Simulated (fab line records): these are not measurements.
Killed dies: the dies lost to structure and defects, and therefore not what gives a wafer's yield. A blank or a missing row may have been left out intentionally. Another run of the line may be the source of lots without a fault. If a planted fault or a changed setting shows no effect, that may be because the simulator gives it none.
fab line records / flow nand-harc / part 2 of 2: steps 28 to 37 of 37
record: lots: 5 wafers: 15 last-day: 32
route steps=1302 shown A_ZERO_WELL@390 A_SOURCE_PLATE@413 A_ONON_D1@424
lots with no fault: from the same line, run without faults
start-h: hours from the record's opening day to when the first of the lot's shown wafers began / wait-h: time in hours since the lot's previous step / " the same as in the row above / L1.1+2: a single row standing in for several wafers / - value missing, or start not given / * or withheld: withheld / < > ~ a bound
route shown NAME@n: a module of which the file shows steps, and the number in the route of the first / usual: mean and standard deviation over wafers with no fault / same: alike in all rows / chamber/n: place in a boat / sites: the reading at each site / _std_site: the values' standard deviation / _edge_site: the outer-site mean with the inner-site mean subtracted / radius-mm: for every site, how far away it sits from the centre of the wafer / mask NAME#n: copy n / behind: the tool/chamber that last shaped the wafer / hold: why the lot was held/for how many hours/how that ended / device: transistor that didn't switch, given as n, p or np / end of line: tests run on the same wafers once the route is complete / a step without rows: its recipe alone / killed: at the first sort, the dies lost to defects and structure; wafer yield is something else / map: shows each die of a wafer: x if killed, . if not, _ if none is there
set.NAME: the run value of the setting; set.NAME@STEP: its run value at that earlier step / model.NAME: the simulator's own value behind a step, which no gauge read
lots seen at some steps along the route; tables by step, rows by wafer
services: the hour from which a tool's chamber was out of use, counted from the record's first day as start-h (under 0 if before that day), plus the number of hours and why
== steps ==
step: NHARC_A_SOURCE_PLATE_CVD_03
recipe: target-thk-a: 2000 temp-c: 620 pressure-mtorr: 200 time-s: 4000 material: poly-Si
usual: zone-power-top-pct: 20.7/0.37
same: time-s: 4000
lot.wafer=L078.1 tool=lpcvd-poly-02 chamber=0 start-h=187.89 wait-h=- zone-power-top-pct=20.7
lot.wafer=L078.2 tool=lpcvd-poly-02 chamber=0 start-h=187.89 wait-h=- zone-power-top-pct=20.3
lot.wafer=L078.5 tool=lpcvd-poly-02 chamber=0 start-h=187.89 wait-h=- zone-power-top-pct=20.6
lot.wafer=L085.2 tool=lpcvd-poly-02 chamber=0 start-h=256.70 wait-h=- zone-power-top-pct=20.5
lot.wafer=L085.5 tool=lpcvd-poly-02 chamber=0 start-h=256.70 wait-h=- zone-power-top-pct=20.8
lot.wafer=L085.6 tool=lpcvd-poly-02 chamber=0 start-h=256.70 wait-h=- zone-power-top-pct=20.1
lot.wafer=L089.1 tool=lpcvd-poly-01 chamber=0 start-h=295.90 wait-h=- zone-power-top-pct=21.3
lot.wafer=L089.4 tool=lpcvd-poly-01 chamber=0 start-h=295.90 wait-h=- zone-power-top-pct=21.1
lot.wafer=L089.5 tool=lpcvd-poly-01 chamber=0 start-h=295.90 wait-h=- zone-power-top-pct=21.2
lot.wafer=L092.4 tool=lpcvd-poly-04 chamber=0 start-h=332.43 wait-h=- zone-power-top-pct=20.4
lot.wafer=L092.5 tool=lpcvd-poly-04 chamber=0 start-h=332.43 wait-h=- zone-power-top-pct=20.5
lot.wafer=L092.6 tool=lpcvd-poly-04 chamber=0 start-h=332.43 wait-h=- zone-power-top-pct=20.2
lot.wafer=L095.2 tool=lpcvd-poly-04 chamber=0 start-h=358.36 wait-h=- zone-power-top-pct=20.6
lot.wafer=L095.4 tool=lpcvd-poly-04 chamber=0 start-h=358.36 wait-h=- zone-power-top-pct=20.7
lot.wafer=L095.6 tool=lpcvd-poly-04 chamber=0 start-h=358.36 wait-h=- zone-power-top-pct=20.4
step: NHARC_A_SOURCE_PLATE_ANNEAL_05
recipe: temp-c: 850 time-s: 1800
usual: tube_center_temp_C_max: 852.2/0.39 zone-power-top-pct: 29.6/2.4
same: time-s: 1800
lot.wafer=L078.1 tool=furnace-01 chamber=0 start-h=194.47 wait-h=3.4 tube_center_temp_C_max=852.2 zone-power-top-pct=29.6
lot.wafer=L078.2 tool=furnace-01 chamber=0 start-h=194.47 wait-h=3.4 tube_center_temp_C_max=852.0 zone-power-top-pct=29.6
lot.wafer=L078.5 tool=furnace-01 chamber=0 start-h=194.47 wait-h=3.4 tube_center_temp_C_max=853.4 zone-power-top-pct=29.0
lot.wafer=L085.2 tool=furnace-06 chamber=0 start-h=262.72 wait-h=2.9 tube_center_temp_C_max=852.6 zone-power-top-pct=28.5
lot.wafer=L085.5 tool=furnace-06 chamber=0 start-h=262.72 wait-h=2.9 tube_center_temp_C_max=852.3 zone-power-top-pct=28.4
lot.wafer=L085.6 tool=furnace-06 chamber=0 start-h=262.72 wait-h=2.9 tube_center_temp_C_max=852.4 zone-power-top-pct=28.6
lot.wafer=L089.1 tool=furnace-06 chamber=0 start-h=301.93 wait-h=3.0 tube_center_temp_C_max=851.8 zone-power-top-pct=28.3
lot.wafer=L089.4 tool=furnace-06 chamber=0 start-h=301.93 wait-h=3.0 tube_center_temp_C_max=852.8 zone-power-top-pct=28.2
lot.wafer=L089.5 tool=furnace-06 chamber=0 start-h=301.93 wait-h=3.0 tube_center_temp_C_max=852.3 zone-power-top-pct=27.7
lot.wafer=L092.4 tool=furnace-01 chamber=0 start-h=338.98 wait-h=3.4 tube_center_temp_C_max=852.2 zone-power-top-pct=29.1
lot.wafer=L092.5 tool=furnace-01 chamber=0 start-h=338.98 wait-h=3.4 tube_center_temp_C_max=852.1 zone-power-top-pct=29.3
lot.wafer=L092.6 tool=furnace-01 chamber=0 start-h=338.98 wait-h=3.4 tube_center_temp_C_max=852.3 zone-power-top-pct=29.0
lot.wafer=L095.2 tool=furnace-07 chamber=0 start-h=364.76 wait-h=3.3 tube_center_temp_C_max=852.9 zone-power-top-pct=35.5
lot.wafer=L095.4 tool=furnace-07 chamber=0 start-h=364.76 wait-h=3.3 tube_center_temp_C_max=851.8 zone-power-top-pct=35.7
lot.wafer=L095.6 tool=furnace-07 chamber=0 start-h=364.76 wait-h=3.3 tube_center_temp_C_max=852.5 zone-power-top-pct=35.6
step: NHARC_A_SOURCE_PLATE_THK_MEAS_06
recipe: thk-meas-gauge: ellipsometry
usual: thk-nm: 198.8/2.3
lot.wafer=L078.1 tool=film-metro-02 chamber=- start-h=198.45 wait-h=0.4 thk-nm=199.6
lot.wafer=L078.2 tool=film-metro-02 chamber=- start-h=198.45 wait-h=0.4 thk-nm=199.5
lot.wafer=L078.5 tool=film-metro-02 chamber=- start-h=198.45 wait-h=0.4 thk-nm=198.4
lot.wafer=L085.2 tool=film-metro-02 chamber=- start-h=266.73 wait-h=0.4 thk-nm=197.7
lot.wafer=L085.5 tool=film-metro-02 chamber=- start-h=266.73 wait-h=0.4 thk-nm=199.3
lot.wafer=L085.6 tool=film-metro-02 chamber=- start-h=266.73 wait-h=0.4 thk-nm=198.0
lot.wafer=L089.1 tool=film-metro-02 chamber=- start-h=305.91 wait-h=0.4 thk-nm=200.1
lot.wafer=L089.4 tool=film-metro-02 chamber=- start-h=305.91 wait-h=0.4 thk-nm=202.1
lot.wafer=L089.5 tool=film-metro-02 chamber=- start-h=305.91 wait-h=0.4 thk-nm=200.9
lot.wafer=L092.4 tool=film-metro-01 chamber=- start-h=342.93 wait-h=0.4 thk-nm=197.3
lot.wafer=L092.5 tool=film-metro-01 chamber=- start-h=342.93 wait-h=0.4 thk-nm=199.8
lot.wafer=L092.6 tool=film-metro-01 chamber=- start-h=342.93 wait-h=0.4 thk-nm=197.7
lot.wafer=L095.2 tool=film-metro-01 chamber=- start-h=368.63 wait-h=0.4 thk-nm=196.1
lot.wafer=L095.4 tool=film-metro-01 chamber=- start-h=368.63 wait-h=0.4 thk-nm=195.0
lot.wafer=L095.6 tool=film-metro-01 chamber=- start-h=368.63 wait-h=0.4 thk-nm=195.9
step: NHARC_A_SOURCE_PLATE_INSPECT_08
usual: raw-defect-count: 67/26
lot.wafer=L078.1 tool=defect-inspect-01 chamber=- start-h=198.53 wait-h=0.0 raw-defect-count=45
lot.wafer=L078.2 tool=defect-inspect-01 chamber=- start-h=198.53 wait-h=0.0 raw-defect-count=47
lot.wafer=L078.5 tool=defect-inspect-01 chamber=- start-h=198.53 wait-h=0.0 raw-defect-count=56
lot.wafer=L085.2 tool=defect-inspect-02 chamber=- start-h=266.83 wait-h=0.0 raw-defect-count=144
lot.wafer=L085.5 tool=defect-inspect-02 chamber=- start-h=266.83 wait-h=0.0 raw-defect-count=49
lot.wafer=L085.6 tool=defect-inspect-02 chamber=- start-h=266.83 wait-h=0.0 raw-defect-count=49
lot.wafer=L089.1 tool=defect-inspect-01 chamber=- start-h=306.02 wait-h=0.0 raw-defect-count=92
lot.wafer=L089.4 tool=defect-inspect-01 chamber=- start-h=306.02 wait-h=0.0 raw-defect-count=113
lot.wafer=L089.5 tool=defect-inspect-01 chamber=- start-h=306.02 wait-h=0.0 raw-defect-count=91
lot.wafer=L092.4 tool=defect-inspect-02 chamber=- start-h=342.99 wait-h=0.0 raw-defect-count=54
lot.wafer=L092.5 tool=defect-inspect-02 chamber=- start-h=342.99 wait-h=0.0 raw-defect-count=88
lot.wafer=L092.6 tool=defect-inspect-02 chamber=- start-h=342.99 wait-h=0.0 raw-defect-count=74
lot.wafer=L095.2 tool=defect-inspect-01 chamber=- start-h=368.70 wait-h=0.0 raw-defect-count=50
lot.wafer=L095.4 tool=defect-inspect-01 chamber=- start-h=368.70 wait-h=0.0 raw-defect-count=58
lot.wafer=L095.6 tool=defect-inspect-01 chamber=- start-h=368.70 wait-h=0.0 raw-defect-count=66
step: NHARC_A_ONON_D1_DEP_00
recipe: target-thk-a: 10000 n2-flow-sccm: 2750 n2o-flow-sccm: 2000 nh3-flow-sccm: 500 sih4-flow-sccm: 210 temp-c: 400
usual: nh3-flow-sccm: 499.9/1.5
lot.wafer=L078.1 tool=pecvd-onon-03 chamber=0 start-h=198.60 wait-h=0.1 nh3-flow-sccm=501.8
lot.wafer=L078.2 tool=pecvd-onon-03 chamber=0 start-h=198.60 wait-h=0.1 nh3-flow-sccm=500.4
lot.wafer=L078.5 tool=pecvd-onon-03 chamber=0 start-h=198.60 wait-h=0.1 nh3-flow-sccm=497.9
lot.wafer=L085.2 tool=pecvd-onon-01 chamber=0 start-h=266.95 wait-h=0.1 nh3-flow-sccm=498.0
lot.wafer=L085.5 tool=pecvd-onon-01 chamber=0 start-h=266.95 wait-h=0.1 nh3-flow-sccm=496.8
lot.wafer=L085.6 tool=pecvd-onon-01 chamber=0 start-h=266.95 wait-h=0.1 nh3-flow-sccm=498.4
lot.wafer=L089.1 tool=pecvd-onon-03 chamber=0 start-h=306.09 wait-h=0.1 nh3-flow-sccm=501.6
lot.wafer=L089.4 tool=pecvd-onon-03 chamber=0 start-h=306.09 wait-h=0.1 nh3-flow-sccm=499.8
lot.wafer=L089.5 tool=pecvd-onon-03 chamber=0 start-h=306.09 wait-h=0.1 nh3-flow-sccm=499.1
lot.wafer=L092.4 tool=pecvd-onon-02 chamber=0 start-h=343.23 wait-h=0.2 nh3-flow-sccm=496.3
lot.wafer=L092.5 tool=pecvd-onon-02 chamber=0 start-h=343.23 wait-h=0.2 nh3-flow-sccm=497.7
lot.wafer=L092.6 tool=pecvd-onon-02 chamber=0 start-h=343.23 wait-h=0.2 nh3-flow-sccm=499.4
lot.wafer=L095.2 tool=pecvd-onon-03 chamber=0 start-h=368.82 wait-h=0.1 nh3-flow-sccm=500.6
lot.wafer=L095.4 tool=pecvd-onon-03 chamber=0 start-h=368.82 wait-h=0.1 nh3-flow-sccm=501.4
lot.wafer=L095.6 tool=pecvd-onon-03 chamber=0 start-h=368.82 wait-h=0.1 nh3-flow-sccm=501.1
step: NHARC_A_ONON_D1_THK_MEAS_02
recipe: thk-meas-gauge: ellipsometry
usual: thk-nm: 1000/7.9
lot.wafer=L078.1 tool=film-metro-02 chamber=- start-h=199.11 wait-h=- thk-nm=998
lot.wafer=L078.2 tool=film-metro-02 chamber=- start-h=199.11 wait-h=- thk-nm=998
lot.wafer=L078.5 tool=film-metro-02 chamber=- start-h=199.11 wait-h=- thk-nm=998
lot.wafer=L085.2 tool=film-metro-02 chamber=- start-h=267.41 wait-h=- thk-nm=1009
lot.wafer=L085.5 tool=film-metro-02 chamber=- start-h=267.41 wait-h=- thk-nm=1009
lot.wafer=L085.6 tool=film-metro-02 chamber=- start-h=267.41 wait-h=- thk-nm=1007
lot.wafer=L089.1 tool=film-metro-02 chamber=- start-h=306.59 wait-h=- thk-nm=996
lot.wafer=L089.4 tool=film-metro-02 chamber=- start-h=306.59 wait-h=- thk-nm=998
lot.wafer=L089.5 tool=film-metro-02 chamber=- start-h=306.59 wait-h=- thk-nm=997
lot.wafer=L092.4 tool=film-metro-01 chamber=- start-h=343.57 wait-h=- thk-nm=1006
lot.wafer=L092.5 tool=film-metro-01 chamber=- start-h=343.57 wait-h=- thk-nm=1008
lot.wafer=L092.6 tool=film-metro-01 chamber=- start-h=343.57 wait-h=- thk-nm=1007
lot.wafer=L095.2 tool=film-metro-01 chamber=- start-h=369.28 wait-h=- thk-nm=999
lot.wafer=L095.4 tool=film-metro-01 chamber=- start-h=369.28 wait-h=- thk-nm=1000
lot.wafer=L095.6 tool=film-metro-01 chamber=- start-h=369.28 wait-h=- thk-nm=1002
step: NHARC_A_ONON_D1_DEP_03
recipe: target-thk-a: 10000 n2-flow-sccm: 2750 n2o-flow-sccm: 2000 nh3-flow-sccm: 500 sih4-flow-sccm: 210 temp-c: 400
usual: nh3-flow-sccm: 500.0/1.5
lot.wafer=L078.1 tool=pecvd-onon-02 chamber=0 start-h=199.17 wait-h=0.1 nh3-flow-sccm=502.5
lot.wafer=L078.2 tool=pecvd-onon-02 chamber=0 start-h=199.17 wait-h=0.1 nh3-flow-sccm=500.5
lot.wafer=L078.5 tool=pecvd-onon-02 chamber=0 start-h=199.17 wait-h=0.1 nh3-flow-sccm=499.6
lot.wafer=L085.2 tool=pecvd-onon-03 chamber=0 start-h=267.52 wait-h=0.1 nh3-flow-sccm=498.3
lot.wafer=L085.5 tool=pecvd-onon-03 chamber=0 start-h=267.52 wait-h=0.1 nh3-flow-sccm=497.8
lot.wafer=L085.6 tool=pecvd-onon-03 chamber=0 start-h=267.52 wait-h=0.1 nh3-flow-sccm=499.0
lot.wafer=L089.1 tool=pecvd-onon-03 chamber=0 start-h=306.65 wait-h=0.1 nh3-flow-sccm=501.8
lot.wafer=L089.4 tool=pecvd-onon-03 chamber=0 start-h=306.65 wait-h=0.1 nh3-flow-sccm=500.8
lot.wafer=L089.5 tool=pecvd-onon-03 chamber=0 start-h=306.65 wait-h=0.1 nh3-flow-sccm=502.8
lot.wafer=L092.4 tool=pecvd-onon-03 chamber=0 start-h=343.80 wait-h=0.2 nh3-flow-sccm=500.9
lot.wafer=L092.5 tool=pecvd-onon-03 chamber=0 start-h=343.80 wait-h=0.2 nh3-flow-sccm=499.9
lot.wafer=L092.6 tool=pecvd-onon-03 chamber=0 start-h=343.80 wait-h=0.2 nh3-flow-sccm=502.0
lot.wafer=L095.2 tool=pecvd-onon-03 chamber=0 start-h=369.39 wait-h=0.1 nh3-flow-sccm=500.3
lot.wafer=L095.4 tool=pecvd-onon-03 chamber=0 start-h=369.39 wait-h=0.1 nh3-flow-sccm=499.0
lot.wafer=L095.6 tool=pecvd-onon-03 chamber=0 start-h=369.39 wait-h=0.1 nh3-flow-sccm=500.3
step: NHARC_A_ONON_D1_THK_MEAS_05
recipe: thk-meas-gauge: ellipsometry
usual: thk-nm: 1003/9.9
lot.wafer=L078.1 tool=film-metro-02 chamber=- start-h=199.68 wait-h=- thk-nm=1001
lot.wafer=L078.2 tool=film-metro-02 chamber=- start-h=199.68 wait-h=- thk-nm=1001
lot.wafer=L078.5 tool=film-metro-02 chamber=- start-h=199.68 wait-h=- thk-nm=997
lot.wafer=L085.2 tool=film-metro-01 chamber=- start-h=267.98 wait-h=- thk-nm=1006
lot.wafer=L085.5 tool=film-metro-01 chamber=- start-h=267.98 wait-h=- thk-nm=1005
lot.wafer=L085.6 tool=film-metro-01 chamber=- start-h=267.98 wait-h=- thk-nm=1004
lot.wafer=L089.1 tool=film-metro-01 chamber=- start-h=307.15 wait-h=- thk-nm=1005
lot.wafer=L089.4 tool=film-metro-01 chamber=- start-h=307.15 wait-h=- thk-nm=1004
lot.wafer=L089.5 tool=film-metro-01 chamber=- start-h=307.15 wait-h=- thk-nm=1004
lot.wafer=L092.4 tool=film-metro-02 chamber=- start-h=344.14 wait-h=- thk-nm=1020
lot.wafer=L092.5 tool=film-metro-02 chamber=- start-h=344.14 wait-h=- thk-nm=1019
lot.wafer=L092.6 tool=film-metro-02 chamber=- start-h=344.14 wait-h=- thk-nm=1020
lot.wafer=L095.2 tool=film-metro-01 chamber=- start-h=369.85 wait-h=- thk-nm=1004
lot.wafer=L095.4 tool=film-metro-01 chamber=- start-h=369.85 wait-h=- thk-nm=1006
lot.wafer=L095.6 tool=film-metro-01 chamber=- start-h=369.85 wait-h=- thk-nm=1006
step: NHARC_A_ONON_D1_DEP_06
recipe: target-thk-a: 10000 n2-flow-sccm: 2750 n2o-flow-sccm: 2000 nh3-flow-sccm: 500 sih4-flow-sccm: 210 temp-c: 400
usual: nh3-flow-sccm: 500.4/1.5
lot.wafer=L078.1 tool=pecvd-onon-01 chamber=0 start-h=199.74 wait-h=0.1 nh3-flow-sccm=500.8
lot.wafer=L078.2 tool=pecvd-onon-01 chamber=0 start-h=199.74 wait-h=0.1 nh3-flow-sccm=501.3
lot.wafer=L078.5 tool=pecvd-onon-01 chamber=0 start-h=199.74 wait-h=0.1 nh3-flow-sccm=502.4
lot.wafer=L085.2 tool=pecvd-onon-03 chamber=0 start-h=268.09 wait-h=0.1 nh3-flow-sccm=497.9
lot.wafer=L085.5 tool=pecvd-onon-03 chamber=0 start-h=268.09 wait-h=0.1 nh3-flow-sccm=499.8
lot.wafer=L085.6 tool=pecvd-onon-03 chamber=0 start-h=268.09 wait-h=0.1 nh3-flow-sccm=499.8
lot.wafer=L089.1 tool=pecvd-onon-03 chamber=0 start-h=307.21 wait-h=0.1 nh3-flow-sccm=501.2
lot.wafer=L089.4 tool=pecvd-onon-03 chamber=0 start-h=307.21 wait-h=0.1 nh3-flow-sccm=501.8
lot.wafer=L089.5 tool=pecvd-onon-03 chamber=0 start-h=307.21 wait-h=0.1 nh3-flow-sccm=497.0
lot.wafer=L092.4 tool=pecvd-onon-02 chamber=0 start-h=344.37 wait-h=0.2 nh3-flow-sccm=500.5
lot.wafer=L092.5 tool=pecvd-onon-02 chamber=0 start-h=344.37 wait-h=0.2 nh3-flow-sccm=501.5
lot.wafer=L092.6 tool=pecvd-onon-02 chamber=0 start-h=344.37 wait-h=0.2 nh3-flow-sccm=500.7
lot.wafer=L095.2 tool=pecvd-onon-03 chamber=0 start-h=369.96 wait-h=0.1 nh3-flow-sccm=500.6
lot.wafer=L095.4 tool=pecvd-onon-03 chamber=0 start-h=369.96 wait-h=0.1 nh3-flow-sccm=501.2
lot.wafer=L095.6 tool=pecvd-onon-03 chamber=0 start-h=369.96 wait-h=0.1 nh3-flow-sccm=501.5
step: NHARC_A_ONON_D1_THK_MEAS_08
recipe: thk-meas-gauge: ellipsometry
usual: thk-nm: 1001/8.6
lot.wafer=L078.1 tool=film-metro-02 chamber=- start-h=200.24 wait-h=- thk-nm=1004
lot.wafer=L078.2 tool=film-metro-02 chamber=- start-h=200.24 wait-h=- thk-nm=1004
lot.wafer=L078.5 tool=film-metro-02 chamber=- start-h=200.24 wait-h=- thk-nm=1002
lot.wafer=L085.2 tool=film-metro-01 chamber=- start-h=268.55 wait-h=- thk-nm=996
lot.wafer=L085.5 tool=film-metro-01 chamber=- start-h=268.55 wait-h=- thk-nm=998
lot.wafer=L085.6 tool=film-metro-01 chamber=- start-h=268.55 wait-h=- thk-nm=995
lot.wafer=L089.1 tool=film-metro-01 chamber=- start-h=307.72 wait-h=- thk-nm=999
lot.wafer=L089.4 tool=film-metro-01 chamber=- start-h=307.72 wait-h=- thk-nm=998
lot.wafer=L089.5 tool=film-metro-01 chamber=- start-h=307.72 wait-h=- thk-nm=1000
lot.wafer=L092.4 tool=film-metro-02 chamber=- start-h=344.71 wait-h=- thk-nm=999
lot.wafer=L092.5 tool=film-metro-02 chamber=- start-h=344.71 wait-h=- thk-nm=998
lot.wafer=L092.6 tool=film-metro-02 chamber=- start-h=344.71 wait-h=- thk-nm=1000
lot.wafer=L095.2 tool=film-metro-01 chamber=- start-h=370.42 wait-h=- thk-nm=1018
lot.wafer=L095.4 tool=film-metro-01 chamber=- start-h=370.42 wait-h=- thk-nm=1018
lot.wafer=L095.6 tool=film-metro-01 chamber=- start-h=370.42 wait-h=- thk-nm=1018
== services ==
tool=wet-bench-07 chamber=- start-h=160.00 hours=8.0 kind=pm
tool=wet-bench-09 chamber=- start-h=176.93 hours=8.0 kind=pm
tool=pecvd-onon-02 chamber=- start-h=185.00 hours=13.0 kind=pm
tool=wet-bench-06 chamber=- start-h=193.60 hours=8.0 kind=pm
tool=rie-diel-02 chamber=- start-h=203.36 hours=1.0 kind=repair
tool=furnace-01 chamber=- start-h=209.56 hours=26.0 kind=pm
tool=rie-diel-02 chamber=- start-h=216.70 hours=9.0 kind=pm
tool=litho-track-02 chamber=- start-h=227.00 hours=7.0 kind=pm
tool=pecvd-onon-03 chamber=- start-h=227.00 hours=13.0 kind=pm
tool=rie-diel-02 chamber=2 start-h=239.87 hours=6.8 kind=repair
tool=rie-diel-02 chamber=1 start-h=241.99 hours=12.7 kind=repair
tool=wet-bench-02 chamber=- start-h=244.00 hours=8.0 kind=pm
tool=wet-bench-04 chamber=- start-h=249.09 hours=8.0 kind=pm
tool=rie-diel-02 chamber=3 start-h=250.23 hours=28.1 kind=repair
tool=litho-track-07 chamber=- start-h=251.01 hours=7.0 kind=pm
tool=wet-bench-02 chamber=- start-h=257.79 hours=0.5 kind=repair
tool=rie-diel-02 chamber=2 start-h=271.02 hours=8.7 kind=repair
tool=rie-diel-02 chamber=- start-h=283.87 hours=1.1 kind=repair
tool=litho-track-05 chamber=- start-h=299.00 hours=7.0 kind=pm
tool=rie-diel-02 chamber=1 start-h=305.71 hours=5.7 kind=repair
tool=wet-bench-07 chamber=- start-h=336.00 hours=8.0 kind=pm
tool=wet-bench-09 chamber=- start-h=352.93 hours=8.0 kind=pm
tool=rie-diel-02 chamber=0 start-h=361.51 hours=8.9 kind=repair
tool=wet-bench-06 chamber=- start-h=369.60 hours=8.0 kind=pm
